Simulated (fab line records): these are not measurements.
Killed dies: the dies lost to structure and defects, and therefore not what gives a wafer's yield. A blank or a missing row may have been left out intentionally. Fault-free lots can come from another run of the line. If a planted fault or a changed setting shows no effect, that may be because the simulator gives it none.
Chamber matching + flow n5 finfet + N5_BEOL_M8_DESCUM_16 on rie diel-05: 4 sister chambers
The step chemistry O2, time 7.9 s. 20 wafers are shown with their chamber, then 10 later ones without.

== WAFERS, EACH WITH ITS CHAMBER ==
| wafer  | chamber | showerhead plenum p Torr (Torr) | throttle valve pct (%) | drypump motor current A (A) |
|--------|---------|---------------------------------|------------------------|-----------------------------|
| L075.2 | 3       | 2.13                            | 20.22                  | 6.3                         |
| L075.3 | 0       | 2.11                            | 20.14                  | 5.8                         |
| L075.5 | 3       | 2.13                            | 20.21                  | 6.2                         |
| L074.3 | 0       | 2.11                            | 20.15                  | 5.7                         |
| L074.4 | 3       | 2.13                            | 20.22                  | 6.3                         |
| L074.5 | 3       | 2.13                            | 20.22                  | 6.3                         |
| L076.1 | 1       | 2.03                            | 20.48                  | 5.9                         |
| L076.2 | 3       | 2.13                            | 20.23                  | 6.3                         |
| L076.4 | 2       | 2.04                            | 20.64                  | 5.8                         |
| L082.1 | 2       | 2.04                            | 20.65                  | 5.8                         |
| L082.2 | 1       | 2.02                            | 20.48                  | 5.9                         |
| L082.6 | 3       | 2.13                            | 20.24                  | 6.3                         |
| L081.2 | 2       | 2.04                            | 20.65                  | 5.8                         |
| L081.5 | 1       | 2.02                            | 20.49                  | 5.9                         |
| L081.6 | 0       | 2.11                            | 20.15                  | 5.8                         |
| L083.4 | 3       | 2.12                            | 20.22                  | 6.3                         |
| L083.5 | 3       | 2.12                            | 20.24                  | 6.3                         |
| L083.6 | 2       | 2.04                            | 20.65                  | 5.8                         |
| L085.1 | 1       | 2.02                            | 20.51                  | 5.8                         |
| L085.4 | 0       | 2.11                            | 20.19                  | 5.7                         |

SIGNATURES (averages over the wafers above)
| reading                  | chamber 0 | chamber 1 | chamber 2 | chamber 3 | scatter within a chamber |
|--------------------------|-----------|-----------|-----------|-----------|--------------------------|
| showerhead plenum p Torr | 2.1100    | 2.0225    | 2.0400    | 2.1275    | 0.00375                  |
| throttle valve pct       | 20.1575   | 20.4900   | 20.6475   | 20.2250   | 0.0136                   |
| drypump motor current A  | 5.750     | 5.875     | 5.800     | 6.287     | 0.0405                   |
Rule: a wafer lies at a distance from a chamber equal to the root of the sum of squares, over the readings, of (its reading less the chamber's mean, divided by the reading's scatter). If the next closest chamber is less than 2 further off than the closest, the wafer can't be placed; otherwise it belongs to the closest. The scatter: take each reading less its chamber's mean, square it, sum over the shown wafers, divide by the number of wafers less the number of chambers, and take the root.

== WAFERS WHOSE CHAMBER IS MISSING ==
| wafer  | showerhead plenum p Torr (Torr) | throttle valve pct (%) | drypump motor current A (A) |
|--------|---------------------------------|------------------------|-----------------------------|
| L085.5 | 2.02                            | 20.50                  | 5.9                         |
| L089.4 | 2.02                            | 20.50                  | 5.9                         |
| L089.5 | 2.02                            | 20.50                  | 5.9                         |
| L089.6 | 2.10                            | 20.18                  | 5.7                         |
| L097.2 | 2.11                            | 20.29                  | 6.2                         |
| L097.3 | 2.10                            | 20.21                  | 5.8                         |
| L097.5 | 2.03                            | 20.72                  | 5.8                         |
| L096.3 | 2.01                            | 20.54                  | 5.9                         |
| L096.4 | 2.01                            | 20.53                  | 5.9                         |
| L096.6 | 2.03                            | 20.72                  | 5.8                         |

== WHICH CHAMBER EACH ONE RAN IN ==
| wafer  | from the rows above | in truth |
|--------|---------------------|----------|
| L085.5 | 1                   | 1        |
| L089.4 | 1                   | 1        |
| L089.5 | 1                   | 1        |
| L089.6 | 0                   | 0        |
| L097.2 | 3                   | 3        |
| L097.3 | 0                   | 0        |
| L097.5 | 2                   | 2        |
| L096.3 | 1                   | 1        |
| L096.4 | 1                   | 1        |
| L096.6 | 2                   | 2        |
Correct placement for 10 of the 10. Left unplaced by these rows: 0. 0 placed wrongly.
